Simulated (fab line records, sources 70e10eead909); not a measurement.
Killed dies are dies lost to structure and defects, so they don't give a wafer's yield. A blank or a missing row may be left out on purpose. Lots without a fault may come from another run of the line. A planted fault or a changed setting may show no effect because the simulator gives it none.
Which tool did it? | flow nand_harc | 12 lots, 36 wafers sampled, at 6 steps of a route of 1302

WHAT THE GAUGES READ, wafer by wafer
NHARC_END_SORT_01. Usual: defect_limited_yield 91.1 %, standard deviation 2.8; killed_at_array 56, standard deviation 19; killed_at_other 1.0, standard deviation 1.5; killed_at_periphery 3.4, standard deviation 2.4; killed_dies 60, standard deviation 19; killed_open 3.3, standard deviation 1.8; killed_short 2.4, standard deviation 1.7; sort_bin_2_pct 3.2 %, standard deviation 1.3; sort_bin_3_pct 0.7 %, standard deviation 0.39; sort_bin_4_pct 4.9 %, standard deviation 1.6; sort_n_pass 617, standard deviation 19; sort_rim_yield_pct 89 %, standard deviation 4.2; sort_yield_pct 91.1 %, standard deviation 2.8.
lot  | measured     | on        | defect_limited_yield (%) | killed_at_array | killed_at_other | killed_at_periphery | killed_dies | killed_open | killed_short | sort_bin_2_pct (%) | sort_bin_3_pct (%) | sort_bin_4_pct (%) | sort_n_pass | sort_rim_yield_pct (%) | sort_yield_pct (%) | flag
L275 | day 24 18:35 | prober-02 | 94.8 95.7 93.8           | 34 29 38        | 0 0 1           | 1 0 3               | 35 29 42    | 4 2 4       | 1 2 2        | 0.7 1.9 1.5        | 0.3 0.3 0.3        | 4.1 2.1 4.4        | 642 648 635 | 89 92 90               | 94.8 95.7 93.8     |
L289 | day 30 15:17 | prober-02 | 92.2 92.0 92.5           | 51 52 46        | 0 0 0           | 2 2 5               | 53 54 51    | 2 1 1       | 1 0 1        | 2.4 3.2 3.1        | 1.0 1.0 0.4        | 4.4 3.7 4.0        | 624 623 626 | 87 87 88               | 92.2 92.0 92.5     |
L290 | day 30 01:36 | prober-02 | 91.4 92.9 91.7           | 55 46 54        | 0 0 0           | 3 2 2               | 58 48 56    | 2 3 2       | 4 0 5        | 3.8 1.9 2.2        | 0.4 0.4 0.6        | 4.3 4.7 5.5        | 619 629 621 | 97 94 91               | 91.4 92.9 91.7     |
L291 | day 31 04:42 | prober-01 | 94.8 92.3 93.9           | 27 43 35        | 1 4 1           | 7 5 5               | 35 52 41    | 3 1 2       | 4 5 0        | 2.2 2.7 2.4        | 0.4 0.4 0.4        | 2.5 4.6 3.2        | 642 625 636 | 92 87 90               | 94.8 92.3 93.9     |
L292 | day 32 03:11 | prober-02 | 93.2 92.0 93.8           | 45 51 38        | 0 2 0           | 1 1 4               | 46 54 42    | 1 1 3       | 2 1 4        | 1.9 3.2 1.8        | 0.9 0.7 0.7        | 4.0 4.0 3.7        | 631 623 635 | 85 92 91               | 93.2 92.0 93.8     |
L295 | day 33 00:57 | prober-02 | 93.6 91.7 92.6           | 38 52 49        | 0 0 0           | 5 4 1               | 43 56 50    | 5 4 5       | 2 2 3        | 2.7 3.4 2.8        | 0.3 0.4 0.6        | 3.4 4.4 4.0        | 634 621 627 | 87 85 86               | 93.6 91.7 92.6     |
L296 | day 33 01:19 | prober-01 | 95.0 93.6 92.9           | 33 42 44        | 0 0 0           | 1 1 4               | 34 43 48    | 0 4 7       | 5 3 0        | 2.2 2.2 2.5        | 0.7 0.7 0.6        | 2.1 3.4 4.0        | 643 634 629 | 90 87 91               | 95.0 93.6 92.9     |
L297 | day 33 13:15 | prober-02 | 91.4 90.4 90.5           | 45 57 53        | 7 2 4           | 6 6 7               | 58 65 64    | 4 9 2       | 3 2 3        | 3.0 2.1 4.4        | 0.4 1.3 0.7        | 5.2 6.2 4.3        | 619 612 613 | 89 85 82               | 91.4 90.4 90.5     |
L298 | day 34 03:35 | prober-02 | 91.9 90.1 89.4           | 48 58 63        | 4 4 5           | 3 5 4               | 55 67 72    | 2 3 6       | 2 4 5        | 3.4 4.0 3.7        | 0.3 1.5 0.4        | 4.4 4.4 6.5        | 622 610 605 | 84 81 83               | 91.9 90.1 89.4     |

WHICH TOOL RAN EACH LOT (tool, then ch and the chambers of the sampled wafers, then the start)
lot  | NHARC_P_GATE_DESCUM_93             | NHARC_P_CONTACT_CMP_01        | NHARC_P_CONTACT_STRIP_28           | NHARC_P_CONTACT_CVD_23        | NHARC_P_CONTACT_CMP_24
L275 | rie_diel-02 ch 0,3, day 5 21:46    | cmp-01 ch 2,3, day 6 01:28    | rie_diel-05 ch 0,2,3, day 6 03:26  | cvd_w-02 ch 0, day 6 04:36    | cmp-04 ch 2,3, day 6 05:10
L278 | rie_diel-02 ch 0,1,2, day 7 00:21  | cmp-03 ch 1,2,3, day 7 04:02  | rie_diel-01 ch 1,2,3, day 7 05:52  | cvd_w-02 ch 0,1, day 7 06:58  | cmp-01 ch 0,2,3, day 7 07:36
L279 | rie_diel-09 ch 2,3, day 7 11:12    | cmp-01 ch 1,2, day 7 14:55    | rie_diel-03 ch 1,3, day 7 16:54    | cvd_w-02 ch 0,1, day 7 17:58  | cmp-04 ch 0,1, day 7 18:37
L280 | rie_diel-02 ch 1,2,3, day 8 02:07  | cmp-01 ch 0,3, day 8 06:16    | rie_diel-01 ch 2,3, day 8 08:13    | cvd_w-02 ch 0,1, day 8 09:19  | cmp-03 ch 1,2,3, day 8 09:58
L289 | rie_diel-13 ch 0,1,2, day 11 18:04 | cmp-01 ch 1,2,3, day 11 21:57 | rie_diel-03 ch 0,2,3, day 11 23:52 | cvd_w-01 ch 0,1, day 12 01:06 | cmp-03 ch 0,1,3, day 12 01:38
L290 | rie_diel-13 ch 1,2, day 11 18:28   | cmp-04 ch 0,2,3, day 11 22:16 | rie_diel-05 ch 0,2,3, day 12 00:10 | cvd_w-02 ch 0,1, day 12 01:25 | cmp-04 ch 1,2, day 12 01:55
L291 | rie_diel-13 ch 0,1,3, day 12 08:49 | cmp-01 ch 0,1,3, day 12 12:32 | rie_diel-03 ch 0,1, day 12 14:27   | cvd_w-01 ch 0, day 12 15:37   | cmp-03 ch 0,2,3, day 12 16:10
L292 | rie_diel-02 ch 1,3, day 12 23:23   | cmp-04 ch 1,3, day 13 03:04   | rie_diel-01 ch 0,1,3, day 13 05:04 | cvd_w-02 ch 1, day 13 06:07   | cmp-03 ch 0,3, day 13 06:48
L295 | rie_diel-13 ch 2,3, day 14 03:19   | cmp-04 ch 1,2, day 14 07:20   | rie_diel-03 ch 1,2, day 14 09:19   | cvd_w-02 ch 0,1, day 14 10:28 | cmp-03 ch 1,2, day 14 11:04
L296 | rie_diel-02 ch 0,1,3, day 14 06:40 | cmp-01 ch 1,2,3, day 14 10:21 | rie_diel-01 ch 2,3, day 14 12:28   | cvd_w-01 ch 0,1, day 14 13:33 | cmp-03 ch 2,3, day 14 14:13
L297 | rie_diel-02 ch 1,2,3, day 15 02:49 | cmp-01 ch 0,2,3, day 15 06:32 | rie_diel-05 ch 0,1,2, day 15 08:26 | cvd_w-02 ch 0,1, day 15 09:38 | cmp-03 ch 0,3, day 15 10:14
L298 | rie_diel-02 ch 0,1,2, day 15 10:02 | cmp-04 ch 0,1,3, day 15 14:01 | rie_diel-05 ch 1,3, day 15 15:56   | cvd_w-02 ch 0,1, day 15 17:04 | cmp-03 ch 0,1,2, day 15 17:46
- NHARC_P_GATE_DESCUM_93: chemistry O2, time 3 s.
- NHARC_P_CONTACT_CMP_01: polishes SiO2, target thk 200 nm.
- NHARC_P_CONTACT_STRIP_28: strips in O2.
- NHARC_P_CONTACT_CVD_23: deposits W, target thk 200 nm, time 557 s.
- NHARC_P_CONTACT_CMP_24: polishes, t overpolish 30 s, target thk 200 nm.

WHAT THE TOOLS THEMSELVES READ (means of the sampled wafers that have a number; where no wafer has one, the mark that the record gives instead)
NHARC_P_GATE_DESCUM_93. Usual: drypump_motor_current_A 5.8 A, standard deviation 0.48; oes_product_au 1.004 a.u., standard deviation 0.0077; rf_vpp_V 57.9 V, standard deviation 1; showerhead_plenum_p_Torr 1.94 Torr, standard deviation 0.088; throttle_valve_pct 11.313 %, standard deviation 0.0087.
lot  | tool        | drypump_motor_current_A (A) | oes_product_au (a.u.) | rf_vpp_V (V) | showerhead_plenum_p_Torr (Torr) | throttle_valve_pct (%) | flag
L275 | rie_diel-02 | 5.3                         | 1.001                 | 56.5         | 1.82                            | 11.308                 |
L278 | rie_diel-02 | 5.5                         | 1.003                 | 58.5         | 1.98                            | 11.318                 |
L279 | rie_diel-09 | 5.6                         | 1.001                 | 58.1         | 1.86                            | 11.308                 |
L280 | rie_diel-02 | 5.5                         | 0.996                 | 57.8         | 1.97                            | 11.312                 |
L289 | rie_diel-13 | 6.1                         | 1.006                 | 58.3         | 1.94                            | 11.309                 |
L290 | rie_diel-13 | 6.0                         | 1.013                 | 57.1         | 1.92                            | 11.311                 |
L291 | rie_diel-13 | 6.2                         | 1.003                 | 57.7         | 1.97                            | 11.311                 |
L292 | rie_diel-02 | 5.2                         | 1.005                 | 58.1         | 1.89                            | 11.315                 |
L295 | rie_diel-13 | 6.0                         | 1.008                 | 58.8         | 2.01                            | 11.313                 |
L296 | rie_diel-02 | 5.1                         | 1.011                 | 57.6         | 1.90                            | 11.318                 |
L297 | rie_diel-02 | 5.6                         | 0.993                 | 58.8         | 1.96                            | 11.314                 |
L298 | rie_diel-02 | 5.5                         | 1.004                 | 58.0         | 1.98                            | 11.309                 |

NHARC_P_CONTACT_CMP_01. Usual: motor_current_A 11.9 A, standard deviation 0.81.
lot  | tool   | motor_current_A (A) | flag
L275 | cmp-01 | 12.4                |
L278 | cmp-03 | 11.8                |
L279 | cmp-01 | 12.1                |
L280 | cmp-01 | 11.8                |
L289 | cmp-01 | 12.1                |
L290 | cmp-04 | 11.8                |
L291 | cmp-01 | 12.0                |
L292 | cmp-04 | 11.1                |
L295 | cmp-04 | 12.1                |
L296 | cmp-01 | 12.3                |
L297 | cmp-01 | 12.0                |
L298 | cmp-04 | 11.5                |

NHARC_P_CONTACT_STRIP_28. Usual: drypump_motor_current_A 5.7 A, standard deviation 0.5; oes_product_au 1.003 a.u., standard deviation 0.0084; rf_vpp_V 57.7 V, standard deviation 0.93; showerhead_plenum_p_Torr 3.48 Torr, standard deviation 0.13; throttle_valve_pct 17.037 %, standard deviation 0.0093.
lot  | tool        | drypump_motor_current_A (A) | oes_product_au (a.u.) | rf_vpp_V (V) | showerhead_plenum_p_Torr (Torr) | throttle_valve_pct (%) | flag
L275 | rie_diel-05 | 6.1                         | 1.004                 | 58.8         | 3.46                            | 17.029                 |
L278 | rie_diel-01 | 5.5                         | 0.993                 | 57.2         | 3.43                            | 17.050                 |
L279 | rie_diel-03 | 6.0                         | 1.010                 | 59.2         | 3.74                            | 17.036                 |
L280 | rie_diel-01 | 5.5                         | 0.997                 | 57.6         | 3.42                            | 17.033                 |
L289 | rie_diel-03 | 5.6                         | 1.009                 | 56.8         | 3.50                            | 17.037                 |
L290 | rie_diel-05 | 6.1                         | 1.004                 | 57.7         | 3.46                            | 17.033                 |
L291 | rie_diel-03 | 5.6                         | 1.008                 | 57.6         | 3.52                            | 17.032                 |
L292 | rie_diel-01 | 5.3                         | 1.002                 | 56.9         | 3.42                            | 17.040                 |
L295 | rie_diel-03 | 5.4                         | 0.997                 | 57.4         | 3.48                            | 17.049                 |
L296 | rie_diel-01 | 5.7                         | 0.990                 | 56.9         | 3.40                            | 17.036                 |
L297 | rie_diel-05 | 6.3                         | 1.001                 | 57.2         | 3.50                            | 17.041                 |
L298 | rie_diel-05 | 5.8                         | 1.001                 | 58.1         | 3.45                            | 17.042                 |

NHARC_P_CONTACT_CVD_23. Usual: chamber_pressure_Torr 39.99 Torr, standard deviation 0.083; heater_power_outer_w 254 W, standard deviation 19; heater_power_w 454 W, standard deviation 30; throttle_valve_pct 8.0 %, standard deviation 0.31.
lot  | tool     | chamber_pressure_Torr (Torr) | heater_power_outer_w (W) | heater_power_w (W) | throttle_valve_pct (%) | flag
L275 | cvd_w-02 | 40.02                        | 238                      | 417                | 7.8                    |
L278 | cvd_w-02 | -                            | -                        | -                  | -                      | OFF
L279 | cvd_w-02 | -                            | -                        | -                  | -                      | OFF
L280 | cvd_w-02 | -                            | -                        | -                  | -                      | OFF
L289 | cvd_w-01 | 40.02                        | 257                      | 468                | 7.9                    |
L290 | cvd_w-02 | 40.00                        | 260                      | 471                | 8.3                    |
L291 | cvd_w-01 | 39.97                        | 235                      | 454                | 8.1                    |
L292 | cvd_w-02 | 40.03                        | 275                      | 488                | 8.1                    |
L295 | cvd_w-02 | 39.91                        | 245                      | 441                | 8.0                    |
L296 | cvd_w-01 | 39.99                        | 262                      | 459                | 8.0                    |
L297 | cvd_w-02 | 40.00                        | 245                      | 433                | 8.0                    |
L298 | cvd_w-02 | 39.93                        | 259                      | 461                | 8.1                    |

NHARC_P_CONTACT_CMP_24. Usual: motor_current_A 12.0 A, standard deviation 1.1; overpolish_run_s 30.000 s, standard deviation 0.008; time_to_endpoint_s 39.5 s, standard deviation 2.6.
lot  | tool   | motor_current_A (A) | overpolish_run_s (s) | time_to_endpoint_s (s) | flag
L275 | cmp-04 | 11.6                | 30.003               | 40.6                   |
L278 | cmp-01 | 12.2                | 30.004               | 0.0                    | OFF
L279 | cmp-04 | 11.5                | 30.000               | 0.5                    | OFF
L280 | cmp-03 | 11.6                | 30.002               | 1.4                    | OFF
L289 | cmp-03 | 12.6                | 30.000               | 42.5                   |
L290 | cmp-04 | 12.4                | 30.002               | 39.3                   |
L291 | cmp-03 | 12.5                | 30.005               | 41.0                   |
L292 | cmp-03 | 13.1                | 29.989               | 36.8                   |
L295 | cmp-03 | 10.8                | 29.999               | 41.1                   |
L296 | cmp-03 | 11.5                | 29.998               | 42.5                   |
L297 | cmp-03 | 13.1                | 29.998               | 38.2                   |
L298 | cmp-03 | 11.6                | 30.005               | 38.4                   |

THE ANSWER, worked out from the rows above alone
Rule: a lot is off if the mean of its wafers that have a number lies more than 3 standard deviations from the usual mean. A lot without any number at a reading at which 4 lots or more have one is off too. The other lots that the step has rows for count as sound. The gauges are gone through in route order, then the tools' own readings, and for those a lot's mean is taken as printed above. The first step at which some lot is off is used, and at that step the reading that is off furthest; a lot without a number counts as furthest.
Off: L278, L279, L280, at NHARC_P_CONTACT_CVD_23 (chamber_pressure_Torr). Without a number there: L278, L279, L280.
A tool fits if, at that step or a process step before it, it ran every lot that is off, and no sound lot after the first of them. None of those tried fits.

WHAT THE SIMULATOR HAD PUT IN
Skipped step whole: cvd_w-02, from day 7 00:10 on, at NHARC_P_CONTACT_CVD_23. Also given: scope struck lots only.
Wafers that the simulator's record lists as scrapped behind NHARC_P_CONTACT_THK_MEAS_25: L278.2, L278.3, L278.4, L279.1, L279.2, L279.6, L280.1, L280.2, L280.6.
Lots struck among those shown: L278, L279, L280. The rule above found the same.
